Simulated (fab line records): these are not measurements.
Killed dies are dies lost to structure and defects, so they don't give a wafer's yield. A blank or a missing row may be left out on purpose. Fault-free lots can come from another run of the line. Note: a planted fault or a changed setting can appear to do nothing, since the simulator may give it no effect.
Comparing a struck lot with a sound one | flow nand-harc | 15 out of 1159 route steps
Sound: the wafers L655.3, L655.5, L655.6. Struck: wafer L657.2 (left out: L657.6, a lot-mate that was not struck); the cause follows at the end.
For every step that has rows: the tool of each side, followed by ch and its chambers, followed by its first start. Under that, the readings that differ: sound wafers | struck wafers | difference of the means | sigmas: that difference in standard deviations of wafers without a fault.
alike: a reading whose means differ by less than 2 such deviations, as well as words and numbers matching on both sides. not compared: withheld readings; readings where some wafer has no value; bounds like >300 that might hide an equal value; numbers whose values overlap and for which the record gives no deviation.
Wherever a step has rows on one side only, a row that says differs or no value, or a row with sigmas, the two part there. Numbers that have no deviation but don't overlap get no sigmas and don't part them. A reading missing from all wafers of one side parts the sides only when that side holds two or more wafers.

first, 1 step without rows for these wafers: NHARC_A_ONON_D1_DEP_09 (target thk 1000 nm).
NHARC_A_ONON_D1_THK_MEAS_11: measures by ellipsometry.
  sound on film-metro-02 at day 11 17:21; struck on film-metro-02 at day 12 05:45
  alike: thk-nm
after that, 1 step with no rows for these wafers: NHARC_A_ONON_D1_DEP_12 (target thk 1000 nm).
NHARC_A_ONON_D1_THK_MEAS_14: measures by ellipsometry.
  sound on film-metro-02 at day 11 17:55; struck on film-metro-01 at day 12 06:19
  alike: thk-nm
then, 2 steps without rows for these wafers: NHARC_A_ONON_D1_ANNEAL_15 (time 3600 s); NHARC_A_ONON_D1_DEP_16 (target thk 1000 nm).
NHARC_A_ONON_D1_THK_MEAS_18: measures by ellipsometry.
  sound on film-metro-02 at day 12 00:54; struck on film-metro-01 at day 12 16:32
  reading     | sound       | struck | difference | sigmas
  thk-nm (nm) | 987 987 990 | 1015   | +27        | +2
after that, 1 step with no rows for these wafers: NHARC_A_ONON_D1_DEP_19 (target thk 1000 nm).
NHARC_A_ONON_D1_THK_MEAS_21: measures by ellipsometry.
  sound on film-metro-01 at day 12 01:28; struck on film-metro-01 at day 12 17:06
  alike: thk-nm
after that, 1 step with no rows for these wafers: NHARC_A_ONON_D1_DEP_22 (target thk 1000 nm).
NHARC_A_ONON_D1_THK_MEAS_24: measures by ellipsometry.
  sound on film-metro-01 at day 12 02:01; struck on film-metro-02 at day 12 17:40
  alike: thk-nm
NHARC_A_ONON_D1_DEP_25: target thk 1000 nm.
  sound on pecvd-onon-02 ch 0, day 12 02:12; struck on pecvd-onon-04 ch 0, day 12 17:47
NHARC_A_ONON_D1_THK_MEAS_27: measures by ellipsometry.
  sound on film-metro-01 at day 12 02:35; struck on film-metro-01 at day 12 18:14
  reading     | sound       | struck | difference | sigmas
  thk-nm (nm) | 998 996 999 | 1394   | +396       | +43
after that, 1 step with no rows for these wafers: NHARC_A_ONON_D1_DEP_28 (target thk 1000 nm).
-- jump in the record: it breaks off in module A_ONON_D1 and resumes in module END (first step shown: number 1159 of the route), and 12 days separate the struck wafers' starts before and after --
NHARC_END_SORT_01:
  at this point the record logs the struck wafers (prober-02 ch 0, day 24 12:44) and has no rows for the sound ones

WHERE THEY PART
First at NHARC_A_ONON_D1_THK_MEAS_18; last, within this record, at NHARC_END_SORT_01.

WHY: whatever the simulator had introduced
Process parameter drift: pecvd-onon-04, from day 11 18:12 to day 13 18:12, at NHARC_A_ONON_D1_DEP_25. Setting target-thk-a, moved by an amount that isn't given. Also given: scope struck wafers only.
